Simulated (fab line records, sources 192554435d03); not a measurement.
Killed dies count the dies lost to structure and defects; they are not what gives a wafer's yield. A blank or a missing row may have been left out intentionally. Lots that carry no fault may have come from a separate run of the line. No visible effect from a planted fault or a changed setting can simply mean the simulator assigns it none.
Chamber matching / flow n5 finfet / 3 sister chambers for N5_BEOL_M5_CURE_80 on uv cure-01
The step cures SiCOH lowk, time 120 s. 16 wafers are shown with their chamber, then 8 later ones without.

EACH WAFER AND ITS CHAMBER
wafer=L076.1; chamber=2; lamp power pct (%)=52.27; wafer_temp_C_max=371.3
wafer=L076.3; chamber=2; lamp power pct (%)=52.40; wafer_temp_C_max=372.3
wafer=L076.4; chamber=2; lamp power pct (%)=52.38; wafer_temp_C_max=371.2
wafer=L077.2; chamber=0; lamp power pct (%)=52.31; wafer_temp_C_max=371.8
wafer=L077.4; chamber=0; lamp power pct (%)=52.32; wafer_temp_C_max=371.3
wafer=L077.5; chamber=0; lamp power pct (%)=52.33; wafer_temp_C_max=370.7
wafer=L081.2; chamber=0; lamp power pct (%)=52.21; wafer_temp_C_max=371.7
wafer=L081.3; chamber=0; lamp power pct (%)=52.25; wafer_temp_C_max=371.0
wafer=L081.5; chamber=0; lamp power pct (%)=52.30; wafer_temp_C_max=371.7
wafer=L083.1; chamber=1; lamp power pct (%)=52.28; wafer_temp_C_max=371.1
wafer=L083.2; chamber=1; lamp power pct (%)=52.24; wafer_temp_C_max=371.1
wafer=L083.5; chamber=1; lamp power pct (%)=52.31; wafer_temp_C_max=371.3
wafer=L085.2; chamber=0; lamp power pct (%)=52.24; wafer_temp_C_max=371.8
wafer=L085.5; chamber=0; lamp power pct (%)=52.26; wafer_temp_C_max=371.4
wafer=L085.6; chamber=0; lamp power pct (%)=52.25; wafer_temp_C_max=371.7
wafer=L096.1; chamber=0; lamp power pct (%)=52.22; wafer_temp_C_max=371.6

SIGNATURES, as means of the wafers listed above
reading=lamp power pct; chamber 0=52.2690; chamber 1=52.2767; chamber 2=52.3500; scatter within a chamber=0.047
reading=wafer_temp_C_max; chamber 0=371.470; chamber 1=371.167; chamber 2=371.600; scatter within a chamber=0.393
Rule: a wafer's distance from a chamber is the root of the sum, over the readings, of the square of ((its reading less the chamber's mean) divided by the reading's scatter). The wafer belongs to the nearest chamber; if the next one is less than 2 further off, it can't be placed. How the scatter is found: for the shown wafers, subtract from each reading the mean of its chamber, square and add these, divide the total by (wafers less chambers), then take the root.

WAFERS MISSING THEIR CHAMBER
wafer=L096.2; lamp power pct (%)=52.33; wafer_temp_C_max=371.3
wafer=L096.6; lamp power pct (%)=52.26; wafer_temp_C_max=372.4
wafer=L097.1; lamp power pct (%)=52.32; wafer_temp_C_max=371.6
wafer=L097.3; lamp power pct (%)=52.34; wafer_temp_C_max=371.2
wafer=L097.5; lamp power pct (%)=52.36; wafer_temp_C_max=371.0
wafer=L097.2; lamp power pct (%)=52.34; wafer_temp_C_max=371.6
wafer=L097.4; lamp power pct (%)=52.31; wafer_temp_C_max=371.4
wafer=L097.6; lamp power pct (%)=52.24; wafer_temp_C_max=371.3

EACH ONE'S CHAMBER
wafer=L096.2; from the rows above=can't be placed: 2 or 1 or 0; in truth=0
wafer=L096.6; from the rows above=can't be placed: 0 or 2 or 1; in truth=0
wafer=L097.1; from the rows above=can't be placed: 2 or 0 or 1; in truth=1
wafer=L097.3; from the rows above=can't be placed: 2 or 1 or 0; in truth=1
wafer=L097.5; from the rows above=can't be placed: 2 or 1 or 0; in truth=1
wafer=L097.2; from the rows above=can't be placed: 2 or 0 or 1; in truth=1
wafer=L097.4; from the rows above=can't be placed: 0 or 1 or 2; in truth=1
wafer=L097.6; from the rows above=can't be placed: 0 or 1 or 2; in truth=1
0 of 8 placed correctly. These rows do not allow placing 8 (true chamber among the candidates in 8). Wrongly placed: 0.
